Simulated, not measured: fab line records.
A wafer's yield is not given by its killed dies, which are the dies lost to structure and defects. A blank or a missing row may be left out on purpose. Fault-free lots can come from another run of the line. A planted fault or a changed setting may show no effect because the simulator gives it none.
fab line records	flow n5Finfet
record lots=10	wafers=30	lastDay=18
route steps=1938 shown BEOL_M9@1445 BEOL_M10@1485 PASSIVATION@1936
lots with no fault: from the same line, run without faults
startH: hours from the record's opening day to when the first of the lot's shown wafers began	waitH: hours from the lot's prior step to this one	" unchanged from the row above	L1.1+2: a single row standing in for several wafers	- no value, or no start given	* or withheld: withheld	< > ~ a bound
route shown NAME@n: a module of which the file shows steps, and the number in the route of the first	usual: average and standard deviation across the fault-free wafers	same: alike in all rows	chamber/n: place in a boat	sites: the reading at each site	_std_site: their standard deviation	_edge_site: inner sites' mean taken away from outer sites' mean	radiusMm: how far each site lies from the wafer's centre	mask NAME#n: copy n	behind: the last tool/chamber to shape the wafer	hold: why the lot went on hold/how many hours it stayed there/how the hold came to an end	device: the transistor (n, p or np) that didn't switch	end of line: tests run on the same wafers once the route is complete	where a step has no rows: the recipe by itself	killed: dies that structure and defects cost at the first sort, which is not the same as the wafer's yield	map: per-die view of a wafer (x killed, . not killed, _ where there is no die)
set.NAME: the setting the step ran with; set.NAME@STEP: the setting that earlier step ran with	model.NAME: the simulator's own value behind a step, which no gauge read
route steps across a sampled set of lots; one table per step, one row per wafer
services: the hour from which a tool's chamber was out of use, counted from the record's first day as startH (under 0 if before that day), plus the number of hours and why
## steps
# step N5_BEOL_M9_STRIP_36
# recipe chemistry=N2/H2	powerW=450	tempC=40	pressureMtorr=20	rfFrequencyHz=6e+07	overashFraction=0.3	biasPowerW=7	h2Frac=0.5	n2FlowSccm=200	h2FlowSccm=200
# usual drypumpMotorCurrentA=5.8/0.53	h2FlowSccm=200.0/0.59	oesProductAu=0.81/0.1	rfVppV=59.1/1.5	showerheadPlenumPTorr=2.57/0.07	throttleValvePct=23.60/0.27
lot.wafer	tool	chamber	startH	waitH	drypumpMotorCurrentA	h2FlowSccm	oesProductAu	rfHoursCounterH	rfVppV	showerheadPlenumPTorr	throttleValvePct
L850.1	rieDiel-02	3	208.55	0.0	6.3	199.2	0.68	234	60.8	2.64	23.83
L850.3	"	1	"	"	6.3	199.3	0.81	73	59.3	2.60	23.52
L850.4	"	0	"	"	5.2	200.2	0.69	237	62.1	2.59	23.17
L853.3	rieDiel-02	0	225.95	0.0	5.2	199.6	0.69	243	59.6	2.59	23.16
L853.5	"	0	"	"	5.2	200.0	0.69	-	60.1	2.59	23.15
L853.6	"	3	"	"	6.3	199.4	0.67	-	57.0	2.63	23.81
L855.2	rieDiel-02	1	261.13	0.0	6.3	199.2	0.80	89	57.5	2.59	23.56
L855.4	"	2	"	"	5.9	199.3	0.91	-	61.1	2.69	23.16
L855.5	"	3	"	"	6.2	199.7	0.66	-	59.2	2.63	23.82
L858.1	rieDiel-03	2	274.02	0.0	6.0	199.9	0.94	31	60.4	2.60	23.85
L858.3	"	0	"	"	5.9	199.3	0.91	42	61.1	2.49	23.59
L858.4	"	1	"	"	5.3	200.1	0.71	207	58.6	2.49	23.91
L857.1	rieDiel-02	3	277.29	0.0	6.2	200.0	0.67	256	59.5	2.63	23.81
L857.2	"	2	"	"	5.9	199.3	0.90	14	61.6	2.69	23.18
L857.6	"	3	"	"	6.2	200.1	0.66	-	59.7	2.63	23.82
L862.3	rieDiel-05	2	292.30	0.0	6.6	200.7	0.73	189	56.7	2.51	23.77
L862.4	"	0	"	"	6.6	200.0	0.72	186	60.3	2.43	23.51
L862.6	"	0	"	"	6.6	200.6	0.74	-	55.5	2.43	23.48
L864.2	rieDiel-05	1	300.69	0.0	5.3	200.2	0.94	22	61.6	2.59	23.50
L864.4	"	0	"	"	6.6	200.6	0.73	188	59.3	2.43	23.50
L864.6	"	3	"	"	5.8	200.9	0.69	-	59.5	2.63	23.98
L871.1	rieDiel-05	3	355.43	0.0	5.9	199.9	0.67	220	60.8	2.62	24.01
L871.2	"	0	"	"	6.6	200.2	0.73	205	58.3	2.42	23.53
L871.3	"	1	"	"	5.3	200.0	0.91	41	60.9	2.58	23.49
L872.3	rieDiel-03	2	361.98	0.0	6.0	199.5	0.86	60	60.7	2.58	23.90
L872.5	"	3	"	"	4.8	200.7	0.69	-	62.2	2.62	23.84
L872.6	"	0	"	"	5.9	200.2	0.86	-	60.0	2.48	23.66
L873.1	rieDiel-02	0	365.19	0.0	5.2	199.6	0.91	30	59.6	2.57	23.21
L873.3	"	3	"	"	6.2	201.3	0.94	16	60.5	2.62	23.34
L873.4	"	2	"	"	5.9	200.7	0.86	41	58.4	2.68	23.18
# step N5_BEOL_M9_SURFACE_TREAT_79
# recipe gas=Ar	timeS=*	ionEnergyEv=*	ionCurrentMaCm2=0.5	pressureMtorr=*	arFlowSccm=30
# usual throttleValvePct=*
lot.wafer	tool	chamber	startH	waitH	throttleValvePct
L850.1	pvdSputter-03	-	210.07	0.2	*
L850.3	"	-	"	"	*
L850.4	"	-	"	"	*
L853.3	pvdSputter-02	-	227.56	0.2	*
L853.5	"	-	"	"	*
L853.6	"	-	"	"	*
L855.2	pvdSputter-01	-	262.32	0.2	*
L855.4	"	-	"	"	*
L855.5	"	-	"	"	*
L858.1	pvdSputter-03	-	275.93	0.3	*
L858.3	"	-	"	"	*
L858.4	"	-	"	"	*
L857.1	pvdSputter-03	-	278.57	0.2	*
L857.2	"	-	"	"	*
L857.6	"	-	"	"	*
L862.3	pvdSputter-01	-	293.85	0.2	*
L862.4	"	-	"	"	*
L862.6	"	-	"	"	*
L864.2	pvdSputter-03	-	302.32	0.2	*
L864.4	"	-	"	"	*
L864.6	"	-	"	"	*
L871.1	pvdSputter-03	-	356.66	0.2	*
L871.2	"	-	"	"	*
L871.3	"	-	"	"	*
L872.3	pvdSputter-01	-	363.24	0.2	*
L872.5	"	-	"	"	*
L872.6	"	-	"	"	*
L873.1	pvdSputter-01	-	366.34	0.2	*
L873.3	"	-	"	"	*
L873.4	"	-	"	"	*
# step N5_BEOL_M9_CMP_52
# recipe stopOn=SiCOH_lowk	tOverpolishS=7	downForcePsi=1	platenRpm=50	clearingPlatenDownForcePsi=1.5	clearingPlatenRpm=50	postCmpClean=cuAlkaline	targetThkNm=140	clearingPlatenPadVelocityMS=0.99484	padVelocityMS=0.99484
# usual barrierFieldEndpointS=28.7/0.96	motorCurrentA=6.0/0.42	overpolishRunS=6.999/0.0086	platenRpm=50.00/0.031	timeToEndpointS=65/3.6
lot.wafer	tool	chamber	startH	waitH	barrierFieldEndpointS	motorCurrentA	overpolishRunS	platenRpm	timeToEndpointS
L850.1	cmp-04	1	210.85	0.3	28.8	6.0	6.986	50.02	65
L850.4	"	2	"	"	30.4	5.4	7.002	50.02	71
L850.3	"	0	"	"	30.2	6.4	7.002	50.04	75
L853.3	cmp-04	1	228.68	0.2	28.7	6.0	7.002	50.00	64
L853.5	"	1	"	"	29.0	6.0	6.997	49.98	64
L853.6	"	2	"	"	28.8	5.8	7.002	49.96	62
L855.2	cmp-04	2	263.13	0.3	28.6	5.8	7.007	50.01	66
L855.4	"	3	"	"	28.2	6.7	7.010	50.04	61
L855.5	"	1	"	"	28.2	5.6	6.995	49.97	64
L858.3	cmp-02	3	278.26	0.2	28.1	5.5	6.999	49.94	59
L858.4	"	0	"	"	29.1	6.5	7.000	50.03	67
L858.1	"	1	"	"	28.4	6.4	6.990	49.93	63
L857.1	cmp-04	3	279.41	0.3	27.5	6.0	6.997	50.03	61
L857.2	"	0	"	"	28.7	6.2	7.003	49.98	66
L857.6	"	2	"	"	29.0	6.0	6.999	50.03	65
L862.3	cmp-04	3	294.83	0.2	28.2	6.2	6.996	49.98	62
L862.4	"	0	"	"	29.1	6.6	7.010	49.97	69
L862.6	"	3	"	"	28.8	6.2	6.998	50.02	62
L864.4	cmp-04	3	303.40	0.2	29.0	6.4	6.991	50.01	67
L864.2	"	0	"	"	30.7	6.3	6.990	50.01	72
L864.6	"	3	"	"	29.7	6.4	7.012	50.02	64
L871.1	cmp-04	2	357.36	0.3	28.6	5.6	7.005	50.02	67
L871.3	"	3	"	"	27.7	6.2	6.990	49.99	63
L871.2	"	1	"	"	27.6	5.7	6.985	49.98	66
L872.3	cmp-02	0	364.08	0.2	28.9	6.3	7.009	49.94	70
L872.5	"	0	"	"	29.6	6.2	7.007	50.04	68
L872.6	"	1	"	"	29.6	6.4	7.020	50.01	69
L873.1	cmp-03	1	367.59	0.3	29.5	5.4	6.997	50.02	69
L873.4	"	2	"	"	30.2	5.7	6.999	50.05	69
L873.3	"	0	"	"	30.0	5.3	7.013	50.04	72
# step N5_BEOL_M9_INSPECT_58
# recipe inspectInstrument=darkfield	mode=postDep
# usual rawDefectCount=71/22
lot.wafer	tool	chamber	startH	waitH	rawDefectCount
L850.1	defectInspect-01	-	211.34	0.0	65
L850.3	"	-	"	"	92
L850.4	"	-	"	"	64
L853.3	defectInspect-02	-	229.14	0.0	67
L853.5	"	-	"	"	57
L853.6	"	-	"	"	52
L855.2	defectInspect-01	-	263.54	0.0	32
L855.4	"	-	"	"	38
L855.5	"	-	"	"	56
L858.1	defectInspect-02	-	278.72	0.0	73
L858.3	"	-	"	"	78
L858.4	"	-	"	"	105
L857.1	defectInspect-02	-	279.79	0.0	114
L857.2	"	-	"	"	63
L857.6	"	-	"	"	56
L862.3	defectInspect-01	-	295.25	0.0	74
L862.4	"	-	"	"	519
L862.6	"	-	"	"	100
L864.2	defectInspect-02	-	303.82	0.0	533
L864.4	"	-	"	"	56
L864.6	"	-	"	"	50
L871.1	defectInspect-01	-	357.85	0.0	115
L871.2	"	-	"	"	54
L871.3	"	-	"	"	69
L872.3	defectInspect-02	-	364.53	0.0	44
L872.5	"	-	"	"	59
L872.6	"	-	"	"	60
L873.1	defectInspect-02	-	368.05	0.0	35
L873.3	"	-	"	"	48
L873.4	"	-	"	"	61
# step N5_BEOL_M10_INSPECT_13
# recipe mode=adi	inspectInstrument=brightfield
# usual rawDefectCount=421/84
lot.wafer	tool	chamber	startH	waitH	rawDefectCount
L850.1	defectInspect-02	-	213.56	0.0	386
L850.3	"	-	"	"	481
L850.4	"	-	"	"	455
L853.3	defectInspect-02	-	231.62	0.0	347
L853.5	"	-	"	"	359
L853.6	"	-	"	"	314
L855.2	defectInspect-02	-	266.05	0.0	383
L855.4	"	-	"	"	464
L855.5	"	-	"	"	463
L858.1	defectInspect-02	-	281.56	0.0	534
L858.3	"	-	"	"	477
L858.4	"	-	"	"	599
L857.1	defectInspect-01	-	281.60	0.0	421
L857.2	"	-	"	"	305
L857.6	"	-	"	"	373
L862.3	defectInspect-01	-	297.28	0.0	412
L862.4	"	-	"	"	784
L862.6	"	-	"	"	509
L864.2	defectInspect-02	-	306.34	0.0	861
L864.4	"	-	"	"	535
L864.6	"	-	"	"	609
L871.1	defectInspect-02	-	362.78	0.0	505
L871.2	"	-	"	"	464
L871.3	"	-	"	"	455
L872.3	defectInspect-02	-	366.28	0.0	370
L872.5	"	-	"	"	338
L872.6	"	-	"	"	393
L873.1	defectInspect-01	-	369.81	0.0	508
L873.3	"	-	"	"	353
L873.4	"	-	"	"	370
# step N5_BEOL_M10_INSPECT_30
# recipe mode=adi	inspectInstrument=brightfield
# usual rawDefectCount=422/85
lot.wafer	tool	chamber	startH	waitH	rawDefectCount
L850.1	defectInspect-02	-	214.85	0.0	390
L850.3	"	-	"	"	449
L850.4	"	-	"	"	451
L853.3	defectInspect-02	-	233.55	0.0	329
L853.5	"	-	"	"	402
L853.6	"	-	"	"	335
L855.2	defectInspect-02	-	268.41	0.0	376
L855.4	"	-	"	"	445
L855.5	"	-	"	"	455
L857.1	defectInspect-01	-	285.23	0.0	393
L857.2	"	-	"	"	307
L857.6	"	-	"	"	379
L858.1	defectInspect-02	-	285.40	0.0	508
L858.3	"	-	"	"	464
L858.4	"	-	"	"	600
L862.3	defectInspect-02	-	300.43	0.0	390
L862.4	"	-	"	"	796
L862.6	"	-	"	"	491
L864.2	defectInspect-02	-	309.28	0.0	869
L864.4	"	-	"	"	503
L864.6	"	-	"	"	610
L871.1	defectInspect-02	-	363.87	0.0	524
L871.2	"	-	"	"	444
L871.3	"	-	"	"	484
L872.3	defectInspect-01	-	368.35	0.0	383
L872.5	"	-	"	"	386
L872.6	"	-	"	"	356
L873.1	defectInspect-01	-	371.33	0.0	533
L873.3	"	-	"	"	344
L873.4	"	-	"	"	348
# step N5_PASSIVATION_PROBE_49
# usual defectLimitedYield=91.1/1.4	killed_at_M0_to_M3=34/9.7	killed_at_M4_up=13/5.1	killedAtContacts=14/6.3	killedAtFrontEnd=40/11	killedAtOther=3.5/2.7	killedDies=105/16	killedOnRim=13/4.1	killedOpen=70/12	killedShort=34/7.8	sort_bin_4_leakage=0.02/0.13	sort_bin_5_function=5.2/0.88	sort_bin_6_memory=3.3/0.7	sort_bin_8_speed=0.1/0.62	sortNPass=1074/17	sortYieldPct=91.0/1.5
# same grossDies=1180	killedAtBackSide=0
lot.wafer	tool	chamber	startH	waitH	defectLimitedYield[%]	killed_at_M0_to_M3	killed_at_M4_up	killedAtContacts	killedAtFrontEnd	killedAtOther	killedDies	killedOnRim	killedOpen	killedShort	sort_bin_4_leakage[%]	sort_bin_5_function[%]	sort_bin_6_memory[%]	sort_bin_8_speed[%]	sortNPass	sortYieldPct[%]
L853.3	prober-01	-	291.88	0.1	90.6	43	8	17	43	0	111	23	71	35	0	6.4	2.2	0	1069	90.6
L853.5	prober-01	-	291.98	0.2	91.7	29	8	18	42	1	98	9	65	32	0	4.9	3.2	0	1082	91.7
L853.6	prober-01	-	292.03	0.3	91.4	25	7	31	37	1	101	13	70	31	0	5.3	2.6	0	1079	91.4
L862.3	prober-01	-	357.51	0.1	92.9	28	10	14	27	5	84	6	60	23	0	4.2	2.5	0	1096	92.9
L862.4	prober-01	-	357.56	0.2	65.2	21	340	7	34	9	411	50	54	21	0	20.9	11.1	0	769	65.2
L862.6	prober-01	-	357.66	0.3	92.7	36	10	5	30	5	86	8	57	27	0	4.7	2.2	0	1094	92.7
L864.2	prober-02	-	368.75	0.1	65.3	22	347	10	31	0	410	51	49	19	0	22.5	11.2	0	770	65.3
L864.4	prober-02	-	368.85	0.2	92.6	21	18	10	38	0	87	10	55	26	0	3.8	3.1	0	1093	92.6
L864.6	prober-02	-	368.95	0.3	90.5	52	8	13	32	7	112	12	77	32	0	5.3	4.2	0	1068	90.5
# killed by level:class
L853.3 BEOL_M0_SAQP:geometricParticle:short=15 MOL_CONTACT_COAG:geometricParticle:open=14 BEOL_M0_SAQP:geometricParticle:open=13 DUMMY_GATE:geometricParticle:open=10 BEOL_M2:geometricParticle:open=7 FIN_SAQP:geometricParticle:open=5 FIN_SAQP:geometricParticle:short=5 GATE_CUT:geometricParticle:short=5
L853.5 MOL_CONTACT_COAG:geometricParticle:open=14 BEOL_M0_SAQP:geometricParticle:open=12 DUMMY_GATE:geometricParticle:open=9 FIN_SAQP:geometricParticle:open=7 BEOL_M0_SAQP:geometricParticle:short=6 DUMMY_GATE:geometricParticle:short=5 BEOL_M2:geometricParticle:open=5 STARTING-WAFER:geometricParticle:open=5
L853.6 MOL_CONTACT_COAG:geometricParticle:open=25 FIN_SAQP:geometricParticle:open=9 BEOL_M0_SAQP:geometricParticle:short=8 BEOL_M0_SAQP:geometricParticle:open=8 FIN_SAQP:geometricParticle:short=7 DUMMY_GATE:geometricParticle:open=6 MOL_CONTACT_COAG:geometricParticle:short=6 BEOL_M4:geometricParticle:open=6
L862.3 MOL_CONTACT_COAG:geometricParticle:open=14 BEOL_M2:geometricParticle:open=8 BEOL_M0_SAQP:geometricParticle:short=7 FIN_SAQP:geometricParticle:open=6 BEOL_M0_SAQP:geometricParticle:open=6 FIN_SAQP:geometricParticle:short=4 BEOL_M1:geometricParticle:open=4 DUMMY_GATE:geometricParticle:open=3
L862.4 BEOL_M9:unspecified=336 STI_FIN_REVEAL:geometricParticle:open=10 FIN_SAQP:geometricParticle:open=6 MOL_CONTACT_COAG:geometricParticle:open=5 DUMMY_GATE:geometricParticle:open=4 MIM_TOP_ETCH:geometricParticle:open=4 BEOL_M1:geometricParticle:open=4 BEOL_M2:geometricParticle:open=4
L862.6 BEOL_M1:geometricParticle:open=9 STI_FIN_REVEAL:geometricParticle:open=8 BEOL_M0_SAQP:geometricParticle:short=7 BEOL_M2:geometricParticle:open=7 FIN_SAQP:geometricParticle:short=6 BEOL_M0_SAQP:geometricParticle:open=6 MOL_CONTACT_COAG:geometricParticle:open=5 FIN_SAQP:geometricParticle:open=4
L864.2 BEOL_M9:unspecified=341 FIN_SAQP:geometricParticle:open=11 MOL_CONTACT_COAG:geometricParticle:open=8 FIN_SAQP:geometricParticle:short=7 BEOL_M2:geometricParticle:open=7 STI_FIN_REVEAL:geometricParticle:open=5 BEOL_M3:geometricParticle:open=4 ILD0:geometricParticle:open=3
L864.4 FIN_SAQP:geometricParticle:open=10 BEOL_M2:geometricParticle:open=10 BEOL_M4:geometricParticle:open=8 MOL_CONTACT_COAG:geometricParticle:open=7 STI_FIN_REVEAL:geometricParticle:open=5 FIN_SAQP:geometricParticle:short=4 BEOL_M0_SAQP:geometricParticle:short=4 HKMG_FIN:areaEtch=4
L864.6 MOL_CONTACT_COAG:geometricParticle:open=10 BEOL_M2:geometricParticle:open=10 BEOL_M0_SAQP:geometricParticle:open=9 BEOL_M3:geometricParticle:open=9 STI_FIN_REVEAL:geometricParticle:open=8 BEOL_M0_SAQP:geometricParticle:short=8 BEOL_M1:geometricParticle:open=7 FIN_SAQP:geometricParticle:open=6
## services
tool	chamber	startH	hours	kind
cmp-02	-	201.76	0.5	repair
cmp-04	-	203.16	1.2	repair
rieDiel-02	2	214.60	-	clean
rieDiel-02	2	214.60	-	consumableReplace:focusRing
rieDiel-02	2	214.60	-	consumableReplace:showerhead
rieDiel-02	2	214.60	22.7	scheduledDown
rieDiel-02	2	214.60	22.7	ventCycle
cmp-03	-	236.80	5.6	repair
rieDiel-02	0	254.63	-	clean
rieDiel-02	0	254.63	-	consumableReplace:focusRing
rieDiel-02	0	254.63	32.4	scheduledDown
cmp-02	-	261.13	7.5	pm
cmp-02	-	289.66	4.0	pm
cmp-02	-	298.05	6.0	pm
rieDiel-03	1	298.81	7.3	repair
cmp-03	-	306.40	12.4	repair
cmp-04	-	319.06	4.5	pm
rieDiel-02	1	322.00	2.0	repair
cmp-03	-	327.81	1.2	repair
cmp-03	-	334.16	4.0	pm
cmp-03	-	341.96	12.1	pm
rieDiel-03	-	350.66	0.5	repair
pvdSputter-01	-	350.73	6.6	repair
cmp-02	-	358.09	0.2	repair
## key
firstSign step=N5_BEOL_M9_INSPECT_58	reading=rawDefectCount	direction=up	sigmas=21	usual=71	struck=526
effect step=N5_BEOL_M10_INSPECT_13	reading=rawDefectCount	direction=up	sigmas=4.8	usual=421	struck=822
effect step=N5_BEOL_M10_INSPECT_30	reading=rawDefectCount	direction=up	sigmas=4.9	usual=422	struck=832
effect step=N5_PASSIVATION_PROBE_49	reading=killed_at_M4_up	direction=up	sigmas=65	usual=13	struck=344
moreKillsBornAt N5_BEOL_M9_CMP_52@cmp-04=677
metAt N5_BEOL_M9_CMP_52
struckLots L862,L864
struckWafers L862.4,L864.2
notActingAt N5_BEOL_M9_STRIP_36,N5_BEOL_M9_SURFACE_TREAT_79
onsetBetween 279.41 294.83
fault kind=chamberParticleSource	tool=cmp-04	chamber=0	onsetH=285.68	steps=N5_BEOL_M9_CMP_52	ratePerVisitCm2=0.70154	endH=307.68
